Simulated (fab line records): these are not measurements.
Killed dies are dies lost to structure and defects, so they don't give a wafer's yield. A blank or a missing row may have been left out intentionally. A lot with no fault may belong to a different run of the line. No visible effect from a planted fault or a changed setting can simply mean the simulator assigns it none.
Lot-split experiment || flow n5Finfet || 7 lots, 21 wafers read, on a route of 1938 steps

== ON THE SPLIT ==
At N5_BEOL_M1_COAT_22 (resist thk 30 nm), the setting spinRpm was moved away from the recipe's 1500 rpm on 6 of the 21 wafers read, by -6.7% to +9.5%. For the rest of the wafers, this setting stayed at what the recipe calls for.

== FROM THE SPLIT TO THE READING: what the file shows between them, 2 steps ==
- N5_BEOL_M1_EBR_24
- N5_BEOL_M1_SOFTBAKE_23: time 60 s

== THE READING ==
CAR-EUV_of_BEOL_M1_COAT_22.thkNm (the simulator's own value, which no gauge read), in nm, at N5_BEOL_M1_DESCUM_33 (chemistry O2, time 7 s). The file does not state a usual value for it. The 15 wafers here that ran the recipe average 26.1 nm, standard deviation 0.094 nm.

{"wafer": "L075.1", "tool, chamber at the split": "lithoTrack-02, 0", "spinRpm as run, rpm": 1500, "against the recipe": "recipe", "CAR-EUV_of_BEOL_M1_COAT_22.thkNm, nm": 26.2, "against lot-mates on the recipe": "-"}
{"wafer": "L075.3", "tool, chamber at the split": "lithoTrack-02, 0", "spinRpm as run, rpm": 1500, "against the recipe": "recipe", "CAR-EUV_of_BEOL_M1_COAT_22.thkNm, nm": 26.2, "against lot-mates on the recipe": "-"}
{"wafer": "L075.6", "tool, chamber at the split": "lithoTrack-02, 0", "spinRpm as run, rpm": 1500, "against the recipe": "recipe", "CAR-EUV_of_BEOL_M1_COAT_22.thkNm, nm": 26.2, "against lot-mates on the recipe": "-"}
{"wafer": "L077.1", "tool, chamber at the split": "lithoTrack-02, 0", "spinRpm as run, rpm": 1500, "against the recipe": "recipe", "CAR-EUV_of_BEOL_M1_COAT_22.thkNm, nm": 26.2, "against lot-mates on the recipe": "-"}
{"wafer": "L077.2", "tool, chamber at the split": "lithoTrack-02, 0", "spinRpm as run, rpm": 1500, "against the recipe": "recipe", "CAR-EUV_of_BEOL_M1_COAT_22.thkNm, nm": 26.2, "against lot-mates on the recipe": "-"}
{"wafer": "L077.5", "tool, chamber at the split": "lithoTrack-02, 0", "spinRpm as run, rpm": 1500, "against the recipe": "recipe", "CAR-EUV_of_BEOL_M1_COAT_22.thkNm, nm": 26.2, "against lot-mates on the recipe": "-"}
{"wafer": "L078.2", "tool, chamber at the split": "lithoTrack-02, 0", "spinRpm as run, rpm": 1632, "against the recipe": "+8.8%", "CAR-EUV_of_BEOL_M1_COAT_22.thkNm, nm": 24.8, "against lot-mates on the recipe": "no lot-mate on the recipe"}
{"wafer": "L078.4", "tool, chamber at the split": "lithoTrack-02, 0", "spinRpm as run, rpm": 1632, "against the recipe": "+8.8%", "CAR-EUV_of_BEOL_M1_COAT_22.thkNm, nm": 24.8, "against lot-mates on the recipe": "no lot-mate on the recipe"}
{"wafer": "L078.3", "tool, chamber at the split": "lithoTrack-02, 0", "spinRpm as run, rpm": 1632, "against the recipe": "+8.8%", "CAR-EUV_of_BEOL_M1_COAT_22.thkNm, nm": 25, "against lot-mates on the recipe": "no lot-mate on the recipe"}
{"wafer": "L081.2", "tool, chamber at the split": "lithoTrack-03, 0", "spinRpm as run, rpm": 1500, "against the recipe": "recipe", "CAR-EUV_of_BEOL_M1_COAT_22.thkNm, nm": 26.2, "against lot-mates on the recipe": "-"}
{"wafer": "L081.5", "tool, chamber at the split": "lithoTrack-03, 0", "spinRpm as run, rpm": 1500, "against the recipe": "recipe", "CAR-EUV_of_BEOL_M1_COAT_22.thkNm, nm": 26.2, "against lot-mates on the recipe": "-"}
{"wafer": "L081.3", "tool, chamber at the split": "lithoTrack-03, 0", "spinRpm as run, rpm": 1500, "against the recipe": "recipe", "CAR-EUV_of_BEOL_M1_COAT_22.thkNm, nm": 26, "against lot-mates on the recipe": "-"}
{"wafer": "L090.4", "tool, chamber at the split": "lithoTrack-03, 0", "spinRpm as run, rpm": 1643, "against the recipe": "+9.5%", "CAR-EUV_of_BEOL_M1_COAT_22.thkNm, nm": 24.6, "against lot-mates on the recipe": -1.4}
{"wafer": "L090.5", "tool, chamber at the split": "lithoTrack-03, 0", "spinRpm as run, rpm": 1643, "against the recipe": "+9.5%", "CAR-EUV_of_BEOL_M1_COAT_22.thkNm, nm": 24.8, "against lot-mates on the recipe": -1.2}
{"wafer": "L090.6", "tool, chamber at the split": "lithoTrack-03, 0", "spinRpm as run, rpm": 1500, "against the recipe": "recipe", "CAR-EUV_of_BEOL_M1_COAT_22.thkNm, nm": 26, "against lot-mates on the recipe": "-"}
{"wafer": "L091.2", "tool, chamber at the split": "lithoTrack-03, 0", "spinRpm as run, rpm": 1500, "against the recipe": "recipe", "CAR-EUV_of_BEOL_M1_COAT_22.thkNm, nm": 26, "against lot-mates on the recipe": "-"}
{"wafer": "L091.5", "tool, chamber at the split": "lithoTrack-03, 0", "spinRpm as run, rpm": 1500, "against the recipe": "recipe", "CAR-EUV_of_BEOL_M1_COAT_22.thkNm, nm": 26, "against lot-mates on the recipe": "-"}
{"wafer": "L091.6", "tool, chamber at the split": "lithoTrack-03, 0", "spinRpm as run, rpm": 1500, "against the recipe": "recipe", "CAR-EUV_of_BEOL_M1_COAT_22.thkNm, nm": 26.2, "against lot-mates on the recipe": "-"}
{"wafer": "L092.2", "tool, chamber at the split": "lithoTrack-02, 0", "spinRpm as run, rpm": 1399, "against the recipe": "-6.7%", "CAR-EUV_of_BEOL_M1_COAT_22.thkNm, nm": 27, "against lot-mates on the recipe": "+0.9"}
{"wafer": "L092.3", "tool, chamber at the split": "lithoTrack-02, 0", "spinRpm as run, rpm": 1500, "against the recipe": "recipe", "CAR-EUV_of_BEOL_M1_COAT_22.thkNm, nm": 26, "against lot-mates on the recipe": "-"}
{"wafer": "L092.6", "tool, chamber at the split": "lithoTrack-02, 0", "spinRpm as run, rpm": 1500, "against the recipe": "recipe", "CAR-EUV_of_BEOL_M1_COAT_22.thkNm, nm": 26.2, "against lot-mates on the recipe": "-"}

THE FIT
A straight line over all 21 wafers: CAR-EUV_of_BEOL_M1_COAT_22.thkNm changes by -0.144 nm for each +1% of spinRpm; r = -0.99; the points scatter about the line by 0.1 nm.
The same after taking each lot's own level away (the mean of its wafers on the recipe; 18 wafers): -0.136 nm for each +1%; r = -0.99; scatter 0.076 nm.
That fit puts the effect of the largest move of spinRpm on the reading at 1.3 nm.
The span of the lots' own levels, 26.00 to 26.20 nm, comes to 2.1 times the standard deviation stated above.
Hence the lot-to-lot level has little effect on the slope; both slopes agree.
Check: for one of the wafers moved furthest among these (+9.5%), held out of the fit, the line's prediction against its lot-mates is -1.22 nm. It came out at -1.4 nm against them.

== OTHER SPLITS APPLIED TO THESE WAFERS ==
Before the reading, these wafers also passed through other splits. Each is held against what the fit with the lots' levels taken away leaves over:
{"other split on the same wafers": "N5_BEOL_M0_SAQP_EXPOSE_37 doseMj", "wafers away from the commonest value": 8, "r with CAR-EUV_of_BEOL_M1_COAT_22.thkNm (lot level and that fit taken away)": "+0.08"}
{"other split on the same wafers": "N5_BEOL_M0_CUTY_EXPOSE_54 doseMj", "wafers away from the commonest value": 7, "r with CAR-EUV_of_BEOL_M1_COAT_22.thkNm (lot level and that fit taken away)": -0.16}

== THE WHOLE CHAIN: every reading that the file lists as answering this split, in the file's order ==
{"step": "N5_BEOL_M1_COAT_22", "what it does": "resist thk 30 nm", "reading": "CAR-EUV_of_BEOL_M1_COAT_22.thkNm (the simulator's own value, which no gauge read)", "change (the file's fit)": "-0.152 nm for each +1% of the setting", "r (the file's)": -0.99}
{"step": "N5_BEOL_M1_DESCUM_33", "what it does": "chemistry O2, time 7 s", "reading": "CAR-EUV_of_BEOL_M1_COAT_22.thkNm (the simulator's own value, which no gauge read)", "change (the file's fit)": "-0.135 nm for each +1% of the setting", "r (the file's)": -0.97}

== THE FILE'S OWN FIT ==
CAR-EUV_of_BEOL_M1_COAT_22.thkNm changes by -0.135 nm for each +1% of spinRpm, r = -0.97.
